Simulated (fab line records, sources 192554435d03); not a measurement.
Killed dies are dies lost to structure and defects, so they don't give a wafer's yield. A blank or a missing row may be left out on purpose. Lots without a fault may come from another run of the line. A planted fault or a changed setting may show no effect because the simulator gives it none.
fab line records | flow n5_finfet
record lots=11 wafers=32 last_day=17
route steps=1938 shown BEOL_M10@1474 PASSIVATION@1936
lots that met no fault: from a run of the same line without faults
start_h: hours from the record's first day to the start of the lot's first wafer shown | wait_h: hours since the lot's step before | " the same as in the row above | L1.1+2: a row that stands for several wafers | - no value, or no start given | * or withheld: withheld | < > ~ a bound
route shown NAME@n: a module of which the file shows steps, and the number in the route of the first | usual: mean/standard deviation of fault-free wafers | same: alike in all rows | chamber/n: place in a boat | sites: the reading at each site | _std_site: their standard deviation | _edge_site: outer sites' mean less inner sites' | radius_mm: how far each site lies from the wafer's centre | mask NAME#n: copy n | behind: the tool/chamber that last shaped the wafer | hold: why the lot was held/for how many hours/how that ended | device: the transistor (n, p or np) that didn't switch | end of line: the same wafers' tests at the end of the route | a step without rows: its recipe alone | killed: dies lost to structure and defects at the first sort, not the wafer's yield | map: a wafer's dies, x killed, . not, _ none there
set.NAME: the setting as run; set.NAME@STEP: as run at that earlier step | model.NAME: the simulator's own value behind a step, which no gauge read
steps of the route over a sample of lots; a table a step, a row a wafer
services: from which hour (start_h, from the record's first day; less than 0 if before it) a tool's chamber was out of use, for how many hours, and why
## steps
# step N5_BEOL_M10_HM_DEP_02
# recipe material=TiN target_thk_a=200 temp_c=25 chamber_pressure_pa=0.49996
# usual substrate_temp_c=25.01/0.1 throttle_valve_pct=29.4/0.94
# columns lot.wafer tool chamber start_h wait_h substrate_temp_c throttle_valve_pct
L643.1 pvd_sputter-01 - 231.47 1.0 25.03 31.6
L643.2 " - " " 24.96 27.8
L643.6 " - " " 24.90 29.5
L642.4 pvd_sputter-01 - 231.71 0.8 24.92 27.7
L642.5 " - " " 25.10 28.7
L642.6 " - " " 25.02 29.5
L645.4 pvd_sputter-03 - 240.35 0.4 25.00 29.5
L645.5 " - " " 25.01 29.4
L645.6 " - " " 25.06 29.0
L646.1 pvd_sputter-03 - 247.40 0.7 24.94 29.2
L646.3 " - " " 24.86 29.3
L646.4 " - " " 25.15 30.1
L648.2 pvd_sputter-03 - 258.71 0.7 25.02 30.3
L648.3 " - " " 24.90 29.3
L648.6 " - " " 25.08 30.0
L647.2 pvd_sputter-01 - 263.00 1.3 24.83 29.6
L647.4 " - " " 25.21 29.1
L647.6 " - " " 25.07 31.6
L649.1 pvd_sputter-03 - 263.01 1.0 24.87 28.9
L649.2 " - " " 24.99 30.4
L649.6 " - " " 24.92 30.2
L653.3 pvd_sputter-03 - 290.46 1.0 25.03 29.0
L653.6 " - " " 24.98 29.0
L661.2 pvd_sputter-02 - 339.20 1.1 24.97 28.8
L661.3 " - " " 25.03 29.7
L661.6 " - " " 24.84 28.9
L663.3 pvd_sputter-03 - 345.87 0.6 24.94 29.0
L663.4 " - " " 25.03 29.1
L663.6 " - " " 24.88 29.1
L662.1 pvd_sputter-02 - 358.11 3.9 25.00 29.7
L662.3 " - " " 25.07 29.8
L662.5 " - " " 25.04 29.0
# step N5_BEOL_M10_STRIP_67
# recipe chemistry=CF4 resist=SiARC power_w=300 bias_power_w=75 pressure_mtorr=50 cf4_flow_sccm=150 rf_frequency_hz=6e+07
# usual drypump_motor_current_A=5.5/0.43 oes_product_au=0.81/0.07 rf_vpp_V=271.2/1.3 showerhead_plenum_p_Torr=1.80/0.046 throttle_valve_pct=13.69/0.23
# columns lot.wafer tool chamber start_h wait_h drypump_motor_current_A oes_product_au rf_hours_counter_h rf_vpp_V showerhead_plenum_p_Torr throttle_valve_pct
L643.1 rie_diel-01 3 232.29 0.0 6.2 0.80 117 272.9 1.87 13.90
L643.2 " 2 " " 5.6 0.88 46 272.8 1.89 13.17
L643.6 " 1 " " 6.1 0.76 - 268.7 1.74 13.87
L642.4 rie_diel-02 1 232.53 0.0 5.3 0.88 33 270.3 1.76 13.34
L642.5 " 3 " " 4.9 0.73 - 270.5 1.79 13.70
L642.6 " 2 " " 5.0 0.71 - 267.8 1.71 13.93
L645.4 rie_diel-01 0 241.17 0.0 5.9 0.92 32 273.4 1.83 13.38
L645.5 " 1 " " 6.1 0.75 - 268.3 1.74 13.89
L645.6 " 0 " " 5.9 0.91 - 272.4 1.83 13.39
L646.1 rie_diel-04 2 248.58 0.0 5.6 0.86 46 273.0 1.83 13.74
L646.3 " 0 " " 5.5 0.86 60 271.7 1.82 13.66
L646.4 " 3 " " 5.4 0.79 - 271.4 1.80 13.68
L648.2 rie_diel-04 2 259.59 0.0 5.7 0.86 50 270.6 1.82 13.73
L648.3 " 1 " " 4.7 0.96 1 270.2 1.77 13.41
L648.6 " 3 " " 5.4 0.78 - 272.0 1.80 13.70
L647.2 rie_diel-01 1 264.22 0.0 6.1 0.74 150 270.0 1.73 13.93
L647.4 " 0 " " 5.9 0.90 42 270.6 1.83 13.41
L647.6 " 2 " " 5.6 0.86 - 272.8 1.89 13.20
L649.1 rie_diel-02 2 264.24 0.0 5.0 0.71 208 271.0 1.70 13.96
L649.2 " 3 " " 4.9 0.72 190 270.3 1.79 13.71
L649.6 " 1 " " 5.4 0.86 - 270.8 1.75 13.35
L653.3 rie_diel-04 0 291.78 0.0 5.5 0.83 76 271.8 1.81 13.70
L653.6 " 0 " " 5.5 0.84 - 272.5 1.81 13.70
L661.2 rie_diel-01 3 339.89 0.0 6.2 0.76 158 270.5 1.85 13.98
L661.3 " 1 " " 6.1 0.72 181 269.2 1.72 13.97
L661.6 " 0 " " 5.9 0.87 - 272.5 1.82 13.44
L663.3 rie_diel-02 2 346.75 0.0 5.0 0.68 236 268.9 1.70 14.01
L663.4 " 1 " " 5.4 0.82 72 269.8 1.74 13.42
L663.6 " 3 " " 4.9 0.70 - 270.3 1.78 13.78
L662.1 rie_diel-02 2 358.93 0.0 5.0 0.68 240 269.0 1.70 14.03
L662.3 " 3 " " 4.9 0.70 223 270.8 1.78 13.79
L662.5 " 2 " " 5.0 0.68 - 268.7 1.70 14.03
# step N5_BEOL_M10_CD_MEAS_28
# recipe target_cd_nm=70 landing_energy_ev=500 detector=se_inlens polarity=opening
# usual cd_nm=70.2/0.79
# columns lot.wafer tool chamber start_h wait_h cd_nm
L642.4 cd_sem-03 0 233.46 - 70.6
L642.5 " 0 " " 71.2
L642.6 " 0 " " 70.8
L643.1 cd_sem-03 0 233.50 - 69.9
L643.2 " 0 " " 69.4
L643.6 " 0 " " 70.0
L645.4 cd_sem-02 0 242.65 - 69.0
L645.5 " 0 " " 68.9
L645.6 " 0 " " 68.9
L646.1 cd_sem-02 0 249.33 - 69.3
L646.3 " 0 " " 68.3
L646.4 " 0 " " 68.3
L648.2 cd_sem-02 0 260.30 - 70.9
L648.3 " 0 " " 70.4
L648.6 " 0 " " 70.1
L647.2 cd_sem-03 0 265.96 - 69.5
L647.4 " 0 " " 69.9
L647.6 " 0 " " 69.8
L649.1 cd_sem-01 0 266.13 - 69.7
L649.2 " 0 " " 70.6
L649.6 " 0 " " 70.5
L653.3 cd_sem-01 0 292.45 - 69.9
L653.6 " 0 " " 69.9
L661.2 cd_sem-03 0 340.56 - 70.3
L661.3 " 0 " " 69.6
L661.6 " 0 " " 70.4
L663.3 cd_sem-02 0 348.29 - 70.1
L663.4 " 0 " " 70.8
L663.6 " 0 " " 71.1
L662.1 cd_sem-02 0 360.42 - 70.5
L662.3 " 0 " " 70.4
L662.5 " 0 " " 71.0
# step N5_BEOL_M10_ETCH_65
# recipe chemistry=CF4 target=SiARC target_depth_a=390 mask_material=CAR-ArF time_s=65 ion_energy_ev=80 pressure_mtorr=40 source_w=545 bias_w=36 Ar_flow_sccm=100 cf4_flow_sccm=100 ends=cleared
# usual drypump_motor_current_A=5.5/0.44 etch_rf_on_time_s=64.4/1 oes_product_au=0.69/0.066 rf_vpp_V=184.1/1.1 showerhead_plenum_p_Torr=2.15/0.059 throttle_valve_pct=15.72/0.24
# columns lot.wafer tool chamber start_h wait_h drypump_motor_current_A etch_rf_on_time_s oes_product_au rf_hours_counter_h rf_vpp_V showerhead_plenum_p_Torr throttle_valve_pct
L642.4 rie_diel-01 1 233.58 0.0 6.1 64.2 0.65 136 184.1 2.07 15.90
L642.5 " 1 " " 6.1 63.7 0.64 - 184.0 2.07 15.89
L642.6 " 0 " " 5.9 63.0 0.80 - 184.3 2.19 15.41
L643.1 rie_diel-04 2 233.62 0.0 5.6 64.2 0.75 38 184.4 2.17 15.75
L643.2 " 3 " " 5.4 65.1 0.68 107 183.8 2.16 15.71
L643.6 " 0 " " 5.5 63.6 0.74 - 184.6 2.18 15.72
L645.4 rie_diel-01 3 242.77 0.0 6.3 64.1 0.68 121 185.2 2.23 15.96
L645.5 " 0 " " 5.9 63.7 0.80 - 184.6 2.19 15.44
L645.6 " 1 " " 6.1 64.4 0.64 - 185.1 2.07 15.90
L646.1 rie_diel-02 1 249.51 0.0 5.4 65.2 0.75 38 182.8 2.09 15.41
L646.3 " 2 " " 5.0 64.6 0.60 202 181.9 2.04 15.98
L646.4 " 3 " " 4.9 64.7 0.62 184 183.6 2.14 15.72
L648.2 rie_diel-04 1 260.62 0.0 4.7 64.6 0.82 2 186.4 2.11 15.48
L648.3 " 2 " " 5.6 65.5 0.73 51 184.5 2.17 15.80
L648.6 " 1 " " 4.7 64.3 0.83 - 182.7 2.11 15.46
L647.2 rie_diel-04 0 266.08 0.0 5.5 62.7 0.74 68 183.1 2.17 15.73
L647.4 " 3 " " 5.4 64.3 0.67 121 182.8 2.15 15.74
L647.6 " 1 " " 4.8 63.7 0.81 - 184.1 2.11 15.46
L649.1 rie_diel-01 2 266.64 0.0 5.6 63.9 0.74 60 185.1 2.25 15.20
L649.2 " 1 " " 6.1 64.0 0.64 150 182.8 2.06 15.92
L649.6 " 3 " " 6.2 63.3 0.68 - 184.2 2.23 15.98
L653.3 rie_diel-04 0 293.23 0.0 5.5 39.2 0.98 77 184.3 2.17 15.78
L653.6 " 0 " " 5.5 39.4 0.97 - 185.7 2.17 15.76
L661.2 rie_diel-01 0 340.69 0.0 5.9 63.4 0.75 65 183.9 2.17 15.51
L661.3 " 1 " " 6.1 64.0 0.62 181 183.6 2.05 15.99
L661.6 " 1 " " 6.1 64.6 0.62 - 183.3 2.05 15.99
L663.3 rie_diel-02 0 348.41 0.0 5.6 66.5 0.60 235 185.4 2.11 16.06
L663.4 " 3 " " 4.9 65.5 0.59 220 184.1 2.12 15.78
L663.6 " 3 " " 4.9 65.8 0.59 - 182.5 2.12 15.79
L662.1 rie_diel-02 3 360.54 0.0 4.9 66.1 0.59 224 183.9 2.12 15.79
L662.3 " 0 " " 5.6 67.2 0.60 238 183.6 2.11 16.04
L662.5 " 3 " " 4.9 66.1 0.60 - 183.7 2.12 15.78
# step N5_PASSIVATION_PROBE_49
# usual defect_limited_yield=91.1/1.4 killed_at_M0_to_M3=35/8.7 killed_at_M4_up=14/5.3 killed_at_contacts=12/6.2 killed_at_front_end=41/12 killed_at_other=3.4/2.6 killed_dies=105/16 killed_on_rim=14/3.8 killed_open=67/13 killed_short=36/7.3 sort_bin_5_function=5.2/0.96 sort_bin_6_memory=3.3/0.6 sort_n_pass=1075/16 sort_yield_pct=91.1/1.4
# same gross_dies=1180 killed_at_back_side=0 sort_bin_4_leakage[%]=0 sort_bin_8_speed[%]=0
# columns lot.wafer tool chamber start_h wait_h defect_limited_yield[%] killed_at_M0_to_M3 killed_at_M4_up killed_at_contacts killed_at_front_end killed_at_other killed_dies killed_on_rim killed_open killed_short sort_bin_5_function[%] sort_bin_6_memory[%] sort_n_pass sort_yield_pct[%]
L645.4 prober-01 - 290.67 0.4 90.7 45 16 9 39 1 110 19 78 32 5.9 3.1 1070 90.7
L645.5 prober-01 - 290.72 0.4 90.7 41 10 7 52 0 110 14 66 41 5.7 3.1 1070 90.7
L645.6 prober-01 - 290.77 0.5 88.5 47 6 10 68 5 136 11 92 42 6.8 4.3 1044 88.5
L648.2 prober-01 - 318.68 0.1 92.1 23 15 12 39 4 93 13 60 30 4.7 3.0 1087 92.1
L648.3 prober-01 - 318.73 0.1 92.9 25 12 9 35 3 84 9 48 32 3.4 3.5 1096 92.9
L648.6 prober-01 - 318.88 0.3 93.1 27 15 9 29 1 81 11 49 32 3.7 3.1 1099 93.1
L653.3 prober-02 - 345.40 0.1 89.2 39 21 17 45 5 127 14 86 39 6.2 4.2 1053 89.2
L653.6 prober-02 - 345.55 0.3 92.6 17 10 13 42 5 87 11 54 32 4.0 3.0 1093 92.6
# killed by level:class
L645.4 BEOL_M1:geometric_particle:open=14 FIN_SAQP:geometric_particle:open=11 BEOL_M2:geometric_particle:open=10 FIN_SAQP:geometric_particle:short=9 BEOL_M3:geometric_particle:open=8 MOL_CONTACT_COAG:geometric_particle:open=7 GATE_CUT:geometric_particle:short=5 BEOL_M5:geometric_particle:open=5
L645.5 FIN_SAQP:geometric_particle:open=19 FIN_SAQP:geometric_particle:short=14 BEOL_M0_SAQP:geometric_particle:open=8 GATE_CUT:geometric_particle:short=6 MOL_CONTACT_COAG:geometric_particle:open=6 BEOL_M0_SAQP:geometric_particle:short=6 BEOL_M1:geometric_particle:open=6 BEOL_M2:geometric_particle:open=5
L645.6 FIN_SAQP:geometric_particle:open=23 BEOL_M0_SAQP:geometric_particle:open=20 FIN_SAQP:geometric_particle:short=17 STI_FIN_REVEAL:geometric_particle:open=15 BEOL_M0_SAQP:geometric_particle:short=11 BEOL_M3:geometric_particle:open=8 BEOL_M1:geometric_particle:open=7 MOL_CONTACT_COAG:geometric_particle:short=5
L648.2 MOL_CONTACT_COAG:geometric_particle:open=10 BEOL_M2:geometric_particle:open=10 FIN_SAQP:geometric_particle:short=6 DUMMY_GATE:geometric_particle:open=6 BEOL_M4:geometric_particle:open=5 FIN_SAQP:geometric_particle:open=4 STI_FIN_REVEAL:geometric_particle:open=4 STARTING-WAFER:geometric_particle:open=4
L648.3 FIN_SAQP:geometric_particle:short=8 FIN_SAQP:geometric_particle:open=8 MOL_CONTACT_COAG:geometric_particle:open=8 BEOL_M3:geometric_particle:short=6 STI_FIN_REVEAL:geometric_particle:open=5 BEOL_M0_SAQP:geometric_particle:open=5 BEOL_M2:geometric_particle:open=5 DUMMY_GATE:geometric_particle:open=4
L648.6 BEOL_M1:geometric_particle:open=10 FIN_SAQP:geometric_particle:open=8 FIN_SAQP:geometric_particle:short=7 MOL_CONTACT_COAG:geometric_particle:open=7 BEOL_M4:geometric_particle:open=6 BEOL_M0_SAQP:geometric_particle:short=4 STI_FIN_REVEAL:geometric_particle:open=3 GATE_CUT:geometric_particle:short=3
L653.3 MOL_CONTACT_COAG:geometric_particle:open=13 BEOL_M4:geometric_particle:open=12 FIN_SAQP:geometric_particle:open=11 BEOL_M1:geometric_particle:open=8 BEOL_M2:geometric_particle:open=8 BEOL_M3:geometric_particle:open=7 FIN_SAQP:geometric_particle:short=6 DUMMY_GATE:geometric_particle:open=6
L653.6 MOL_CONTACT_COAG:geometric_particle:open=11 STI_FIN_REVEAL:geometric_particle:open=7 GATE_CUT:geometric_particle:short=6 STARTING-WAFER:geometric_particle:open=6 DUMMY_GATE:geometric_particle:open=5 BEOL_M0_SAQP:geometric_particle:open=5 PAD_METAL:geometric_particle:short=4 ILD0:geometric_particle:open=4
## services
# columns tool chamber start_h hours kind
rie_diel-02 - 220.78 2.3 repair
rie_diel-04 1 229.53 - clean
rie_diel-04 1 229.53 - consumable_replace:focus_ring
rie_diel-04 1 229.53 26.2 scheduled_down
rie_diel-04 1 229.53 26.2 vent_cycle
rie_diel-01 3 270.15 5.9 repair
rie_diel-01 2 285.76 10.5 repair
rie_diel-01 0 307.46 4.7 repair
rie_diel-01 0 314.89 13.9 repair
rie_diel-01 1 329.92 2.2 repair
rie_diel-04 3 350.74 3.8 repair
rie_diel-01 - 352.40 0.5 repair
## key
first_sign step=N5_BEOL_M10_ETCH_65 reading=etch_rf_on_time_s direction=down sigmas=24 usual=* struck=*
effect step=N5_BEOL_M10_ETCH_65 reading=oes_product_au direction=up sigmas=4.3 usual=0.69 struck=0.98
met_at N5_BEOL_M10_ETCH_65
struck_lots L653
struck_wafers L653.3,L653.6
not_acting_at N5_BEOL_M10_HM_DEP_02,N5_BEOL_M10_STRIP_67,N5_BEOL_M10_CD_MEAS_28
onset_between 266.08 293.23
fault kind=process_parameter_drift tool=rie_diel-04 chamber=- onset_h=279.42 steps=N5_BEOL_M10_ETCH_65 channel=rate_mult offset=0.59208 shape=step end_h=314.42 scope=struck_wafers_only
